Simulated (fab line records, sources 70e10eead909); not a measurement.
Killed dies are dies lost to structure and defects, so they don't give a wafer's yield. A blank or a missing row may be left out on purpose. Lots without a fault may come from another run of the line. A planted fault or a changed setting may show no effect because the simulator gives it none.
Which tool did it? | flow nand_harc | 12 lots, 36 wafers sampled, at 1 step of a route of 1302

WHAT THE GAUGES READ, wafer by wafer
NHARC_A_ONON_D2_THK_MEAS_08: measures by ellipsometry.
lot  | measured     | on            | thk_nm (nm)
L075 | day 13 00:50 | film_metro-02 | 992 994 990
L077 | day 13 19:38 | film_metro-01 | 1005 1006 1005
L078 | day 14 10:15 | film_metro-02 | 1008 1007 1008
L081 | day 15 16:13 | film_metro-02 | 1001 1000 999
L083 | day 16 08:26 | film_metro-01 | 1015 1013 1016
L084 | day 17 06:05 | film_metro-02 | 1002 1004 1005
L087 | day 18 11:49 | film_metro-02 | 1001 1001 1001
L089 | day 18 18:39 | film_metro-02 | 1005 1004 1003
L091 | day 19 07:16 | film_metro-02 | 1003 1002 1003
L093 | day 20 12:27 | film_metro-02 | 1009 1010 1011
L095 | day 21 09:14 | film_metro-01 | 999 998 998
L097 | day 22 00:16 | film_metro-01 | 988 989 986

WHICH TOOL RAN EACH LOT (tool, then ch and the chambers of the sampled wafers, then the start)
The record holds no process step before these readings.

THE ANSWER, worked out from the rows above alone
Rule: what is usual is taken from the lots themselves. Put in order of their means at a reading, lots are off if they are a third of the lots or fewer, leave a main group of 4 or more, and stand apart from it by a gap of 3 or more times the standard deviation of the main group's means; of several such gaps the widest counts. A main group whose means are all the same, to the digits that the tables above print for the reading, isn't used. A lot without any number at a reading at which 4 lots or more have one is off too. The other lots that the step has rows for count as sound.
No lot is off at any reading shown: from this, nothing can be told.

WHAT THE SIMULATOR HAD PUT IN
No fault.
